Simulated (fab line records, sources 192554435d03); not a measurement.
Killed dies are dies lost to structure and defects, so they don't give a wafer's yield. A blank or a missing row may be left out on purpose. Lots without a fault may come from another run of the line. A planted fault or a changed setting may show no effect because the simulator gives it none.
Split-lot experiment | flow n5_finfet | 7 lots, 21 wafers read, on a route of 1938 steps

THE SPLIT
At N5_BEOL_M6_EXPOSE_25 (exposes mask V5, target cd 40 nm), the setting dose_mj was moved away from the recipe's 45 on 4 of the 21 wafers read, by -4.9% to +6.7%. The other wafers ran this setting at the recipe's value.

FROM THE SPLIT TO THE READING: what the file shows between them, 2 steps
- N5_BEOL_M6_PEB_26: peb time 60 s
- N5_BEOL_M6_DEVELOP_27: develop time 30 s

THE READING
cd_nm, in nm, at N5_BEOL_M6_CD_MEAS_28 (target cd 40 nm). Fault-free wafers of this fab line usually give 40.03 nm, standard deviation 0.22 nm.

wafer  | tool, chamber at the split | dose_mj as run | against the recipe | cd_nm, nm | against lot-mates on the recipe
L077.3 | euv_scanner-01, 0          | 45             | recipe             | 40.42     | -
L077.4 | euv_scanner-01, 0          | 43.49          | -3.4%              | 39.13     | -0.84
L077.5 | euv_scanner-01, 0          | 45             | recipe             | 39.52     | -
L078.2 | euv_scanner-01, 0          | 45             | recipe             | 40.35     | -
L078.5 | euv_scanner-01, 0          | 47.89          | +6.4%              | 41.70     | +1.34
L078.6 | euv_scanner-01, 0          | 45             | recipe             | 40.37     | -
L082.1 | euv_scanner-01, 0          | 45             | recipe             | 40.08     | -
L082.2 | euv_scanner-01, 0          | 45             | recipe             | 39.93     | -
L082.5 | euv_scanner-01, 0          | 45             | recipe             | 40.12     | -
L090.1 | euv_scanner-01, 0          | 48.03          | +6.7%              | 41.44     | +1.35
L090.3 | euv_scanner-01, 0          | 45             | recipe             | 40.00     | -
L090.6 | euv_scanner-01, 0          | 45             | recipe             | 40.18     | -
L091.1 | euv_scanner-01, 0          | 45             | recipe             | 39.83     | -
L091.3 | euv_scanner-01, 0          | 45             | recipe             | 40.03     | -
L091.4 | euv_scanner-01, 0          | 45             | recipe             | 39.68     | -
L095.1 | euv_scanner-01, 0          | 42.79          | -4.9%              | 38.83     | -0.95
L095.3 | euv_scanner-01, 0          | 45             | recipe             | 39.72     | -
L095.5 | euv_scanner-01, 0          | 45             | recipe             | 39.85     | -
L097.1 | euv_scanner-01, 0          | 45             | recipe             | 40.04     | -
L097.2 | euv_scanner-01, 0          | 45             | recipe             | 40.03     | -
L097.4 | euv_scanner-01, 0          | 45             | recipe             | 40.21     | -

THE FIT
A straight line over all 21 wafers: cd_nm changes by +0.24 nm for each +1% of dose_mj; r = +0.93; the points scatter about the line by 0.24 nm.
The same after taking each lot's own level away (the mean of its wafers on the recipe; 21 wafers): +0.207 nm for each +1%; r = +0.95; scatter 0.17 nm.
On that fit, the largest move of dose_mj shifts the reading by 1.4 nm.
The lots' own levels span 39.785 to 40.360 nm, that is 2.6 times the standard deviation above.
So the lot-to-lot level changes the slope: the two fits differ.
Check: with one of the wafers moved furthest among these (+6.7%) left out of the fit, the line predicts +1.41 nm for it against its lot-mates. It came out at +1.35 nm against them.

THE WHOLE CHAIN: every reading that the file lists as answering this split, in the file's order
step                   | what it does                                                        | reading                                                        | change (the file's fit)               | r (the file's)
N5_BEOL_M6_CD_MEAS_28  | target cd 40 nm                                                     | cd_nm                                                          | +0.207 nm for each +1% of the setting | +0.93
N5_BEOL_M6_DESCUM_33   | chemistry O2, time 7 s                                              | BEOL_M6.cd_nm (the simulator's own value, which no gauge read) | +0.224 nm for each +1% of the setting | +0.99
N5_BEOL_M6_ETCH_65     | etches SiARC in CF4, target depth 15.6 nm, time 26 s                | BEOL_M6.cd_nm (the simulator's own value, which no gauge read) | +0.208 nm for each +1% of the setting | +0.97
N5_BEOL_M6_ETCH_66     | etches SOC in N2/H2, target depth 80 nm, overetch 16 nm, time 120 s | BEOL_M6.cd_nm (the simulator's own value, which no gauge read) | +0.178 nm for each +1% of the setting | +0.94
N5_BEOL_M6_VIA_ETCH_34 | etches SiCOH lowk in C4F6/O2, target depth 126.3 nm, time 50.9 s    | BEOL_M6.cd_nm (the simulator's own value, which no gauge read) | +0.198 nm for each +1% of the setting | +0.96

THE FILE'S OWN FIT
cd_nm changes by +0.207 nm for each +1% of dose_mj, r = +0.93.
